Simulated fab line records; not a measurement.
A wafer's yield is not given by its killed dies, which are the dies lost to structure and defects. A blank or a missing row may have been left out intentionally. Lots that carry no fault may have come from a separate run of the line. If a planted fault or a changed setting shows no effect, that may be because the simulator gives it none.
Which tool was responsible? | flow nand harc | Sampling: 13 lots, 39 wafers, 5 of 1302 route steps

## WHAT THE GAUGES READ, wafer by wafer
NHARC_END_SORT_01. Usual: killed at array 45, standard deviation 18; killed at other 0.9, standard deviation 1.3; killed at periphery 3.7, standard deviation 2.2; killed dies 50, standard deviation 18; killed open 3.2, standard deviation 1.9; killed short 2.4, standard deviation 1.6.
lot  | measured     | on        | killed at array | killed at other | killed at periphery | killed dies | killed open | killed short | flag
L119 | day 24 20:38 | prober-02 | 44 66 57        | 0 2 2           | 9 4 4               | 53 72 63    | 2 3 1       | 4 2 3        |
L125 | day 29 21:33 | prober-02 | 47 57 50        | 0 1 5           | 2 2 9               | 49 60 64    | 3 2 4       | 1 3 2        |
L127 | day 27 17:22 | prober-02 | 31 42 68        | 0 2 0           | 6 2 2               | 37 46 70    | 6 5 1       | 1 3 3        |
L130 | day 29 04:31 | prober-02 | 73 42 66        | 0 0 0           | 7 2 5               | 80 44 71    | 2 0 1       | 2 2 3        |
L133 | day 29 22:19 | prober-01 | 54 30 65        | 1 0 0           | 3 5 5               | 58 35 70    | 0 2 2       | 3 0 4        |
L139 | day 32 19:04 | prober-01 | 19 21 24        | 1 1 2           | 3 2 3               | 23 24 29    | 2 2 4       | 3 2 4        |

## TOOL THAT RAN EACH LOT (tool first, then ch and the chambers of the sampled wafers, then the start)
lot  | NHARC_A_STAIRCASE_ALD_415        | NHARC_A_STAIRCASE_ETCHBACK_416                | NHARC_A_STAIRCASE_DEP_322       | NHARC_A_STAIRCASE_DEP_325
L120 | ald hk-03 ch 1,2,3, day 17 05:59 | rie diel-06 ch 1,2, day 18 02:59 or earlier   | pecvd-03 ch 0,1,2, day 18 02:59 | pecvd-03 ch 0,1, day 18 11:08
L119 | ald hk-04 ch 0,3, day 17 13:41   | rie diel-09 ch 2,3, day 18 15:28 or earlier   | pecvd-02 ch 0,1,2, day 18 15:28 | pecvd-02 ch 1,2, day 19 00:17
L124 | ald hk-04 ch 0,2, day 18 19:53   | rie diel-13 ch 0,2,3, day 19 16:02 or earlier | pecvd-01 ch 0,1, day 19 16:02   | pecvd-01 ch 0,2, day 20 02:03
L123 | ald hk-03 ch 0,1,2, day 19 01:14 | rie diel-06 ch 0,3, day 20 02:19 or earlier   | pecvd-02 ch 0,1,2, day 20 02:19 | pecvd-01 ch 1,2, day 20 13:02
L125 | ald hk-01 ch 1,2,3, day 19 23:44 | rie diel-13 ch 1,2,3, day 20 21:01 or earlier | pecvd-02 ch 0,1,2, day 20 21:01 | pecvd-01 ch 0,2, day 21 04:59
L126 | ald hk-03 ch 0,2,3, day 20 01:55 | rie diel-06 ch 1,2,3, day 20 21:01 or earlier | pecvd-01 ch 0,1, day 20 21:01   | pecvd-02 ch 0,1, day 21 04:59
L127 | ald hk-03 ch 0,3, day 20 18:07   | rie diel-09 ch 0,3, day 21 14:43 or earlier   | pecvd-02 ch 0,1, day 21 14:43   | pecvd-01 ch 0,1, day 21 22:27
L128 | ald hk-03 ch 1,2,3, day 21 02:30 | rie diel-13 ch 1,2, day 22 00:54 or earlier   | pecvd-03 ch 1,2, day 22 00:54   | pecvd-02 ch 0,1,2, day 22 08:56
L129 | ald hk-03 ch 1,2, day 21 11:28   | rie diel-13 ch 0,1,3, day 22 08:22 or earlier | pecvd-02 ch 0,2, day 22 08:22   | pecvd-03 ch 0,1,2, day 22 15:35
L130 | ald hk-04 ch 0,1,3, day 21 18:52 | rie diel-13 ch 0,1,2, day 22 15:08 or earlier | pecvd-01 ch 0,1,2, day 22 15:08 | pecvd-01 ch 0,1,2, day 22 23:29
L131 | ald hk-03 ch 0,1, day 21 20:30   | rie diel-13 ch 2,3, day 22 15:13 or earlier   | pecvd-02 ch 0,1,2, day 22 15:13 | pecvd-02 ch 0,2, day 22 23:29
L133 | ald hk-01 ch 0,1,2, day 22 23:26 | rie diel-13 ch 1,3, day 23 01:59              | pecvd-01 ch 1,2, day 23 19:55   | pecvd-02 ch 0,1,2, day 24 05:13
L139 | ald hk-03 ch 1,2, day 25 10:23   | rie diel-09 ch 0,3, day 26 09:44 or earlier   | pecvd-01 ch 0,1, day 26 09:44   | pecvd-01 ch 0,1,2, day 26 19:37
- NHARC_A_STAIRCASE_ALD_415: deposits SiO2, target thk 30 nm, pulse time 6 s, ald cycles 300.
- NHARC_A_STAIRCASE_ETCHBACK_416: etches the open film in C4F8/O2/Ar, target depth 36 nm, time 7.2 s.
- NHARC_A_STAIRCASE_DEP_322: deposits SiO2, target thk 7200 nm.
- NHARC_A_STAIRCASE_DEP_325: deposits SiO2, target thk 7200 nm.

## WHAT THE TOOLS THEMSELVES READ (means of the sampled wafers that have a number; where no wafer has one, the mark that the record gives instead)
NHARC_A_STAIRCASE_ALD_415. Usual: heater power w 449 W, standard deviation 56; precursor pulse height rel 1.000, standard deviation 0.022.
lot  | tool      | heater power w (W) | precursor pulse height rel | flag
L120 | ald hk-03 | 430                | 0.995                      |
L119 | ald hk-04 | 454                | 1.005                      |
L124 | ald hk-04 | 410                | 0.987                      |
L123 | ald hk-03 | 438                | 1.012                      |
L125 | ald hk-01 | 399                | 1.010                      |
L126 | ald hk-03 | 441                | 1.002                      |
L127 | ald hk-03 | 468                | 0.999                      |
L128 | ald hk-03 | 435                | 1.012                      |
L129 | ald hk-03 | 435                | 0.983                      |
L130 | ald hk-04 | 448                | 0.992                      |
L131 | ald hk-03 | 461                | 1.011                      |
L133 | ald hk-01 | 466                | 0.988                      |
L139 | ald hk-03 | 408                | 1.008                      |

NHARC_A_STAIRCASE_ETCHBACK_416. Usual: oes product au 0.930 a.u., standard deviation 0.024; rf vpp V 725 V, standard deviation 4.9.
lot  | tool        | oes product au (a.u.) | rf vpp V (V) | flag
L120 | rie diel-06 | 0.919                 | 724          |
L119 | rie diel-09 | 0.918                 | 720          |
L124 | rie diel-13 | 0.989                 | 727          |
L123 | rie diel-06 | 0.919                 | 718          |
L125 | rie diel-13 | 0.916                 | 728          |
L126 | rie diel-06 | 0.924                 | 723          |
L127 | rie diel-09 | 0.925                 | 727          |
L128 | rie diel-13 | 0.921                 | 726          |
L129 | rie diel-13 | 0.921                 | 728          |
L130 | rie diel-13 | 0.922                 | 726          |
L131 | rie diel-13 | 0.915                 | 730          |
L133 | rie diel-13 | 0.998                 | 728          |
L139 | rie diel-09 | 0.922                 | 724          |

NHARC_A_STAIRCASE_DEP_322. Usual: heater power w 629 W, standard deviation 82; rf fwd power W 499.6 W, standard deviation 1.7.
lot  | tool     | heater power w (W) | rf fwd power W (W) | flag
L120 | pecvd-03 | 710                | 499.9              |
L119 | pecvd-02 | 584                | 498.4              |
L124 | pecvd-01 | 703                | 499.0              |
L123 | pecvd-02 | 605                | 499.2              |
L125 | pecvd-02 | 643                | 499.0              |
L126 | pecvd-01 | 675                | 500.3              |
L127 | pecvd-02 | 652                | 498.6              |
L128 | pecvd-03 | 699                | 499.7              |
L129 | pecvd-02 | 578                | 500.5              |
L130 | pecvd-01 | 714                | 499.8              |
L131 | pecvd-02 | 602                | 500.3              |
L133 | pecvd-01 | 643                | 497.9              |
L139 | pecvd-01 | 648                | 497.5              |

NHARC_A_STAIRCASE_DEP_325. Usual: heater power w 644 W, standard deviation 77; rf fwd power W 499.3 W, standard deviation 1.4.
lot  | tool     | heater power w (W) | rf fwd power W (W) | flag
L120 | pecvd-03 | 662                | 499.9              |
L119 | pecvd-02 | 531                | 499.5              |
L124 | pecvd-01 | 708                | 500.7              |
L123 | pecvd-01 | 668                | 499.2              |
L125 | pecvd-01 | 696                | 498.2              |
L126 | pecvd-02 | 661                | 499.1              |
L127 | pecvd-01 | 654                | 499.4              |
L128 | pecvd-02 | 640                | 498.8              |
L129 | pecvd-03 | 684                | 499.0              |
L130 | pecvd-01 | 729                | 498.8              |
L131 | pecvd-02 | 601                | 500.5              |
L133 | pecvd-02 | 601                | 477.4              | OFF
L139 | pecvd-01 | 639                | 499.3              |

## THE ANSWER, worked out from the rows above alone
Rule: lot off if the mean of its wafers having a number is beyond 3 standard deviations from the usual mean. Also off: a lot with no number at a reading for which 4 or more lots have one. All remaining lots with rows at the step are treated as sound. After the gauges, taken in route order, come the tools' own readings; for these a lot's mean is taken, as printed above. At the first step where some lot is off, the reading lying furthest off is the one used; lots without a number count as furthest.
Off at NHARC_A_STAIRCASE_DEP_325 (rf fwd power W): L133.
If a tool, at that step or one of the process steps before it, ran each lot that is off and ran no sound lot following the first of them, it fits. NHARC_A_STAIRCASE_ETCHBACK_416 gives no start for some lots, so the hours and the order of its lots are those of NHARC_A_STAIRCASE_DEP_322. Can't be told from this: 3 tools fit, ald hk-01 at NHARC_A_STAIRCASE_ALD_415, rie diel-13 at NHARC_A_STAIRCASE_ETCHBACK_416, pecvd-02 at NHARC_A_STAIRCASE_DEP_325.

## WHAT WAS PUT IN BY THE SIMULATOR
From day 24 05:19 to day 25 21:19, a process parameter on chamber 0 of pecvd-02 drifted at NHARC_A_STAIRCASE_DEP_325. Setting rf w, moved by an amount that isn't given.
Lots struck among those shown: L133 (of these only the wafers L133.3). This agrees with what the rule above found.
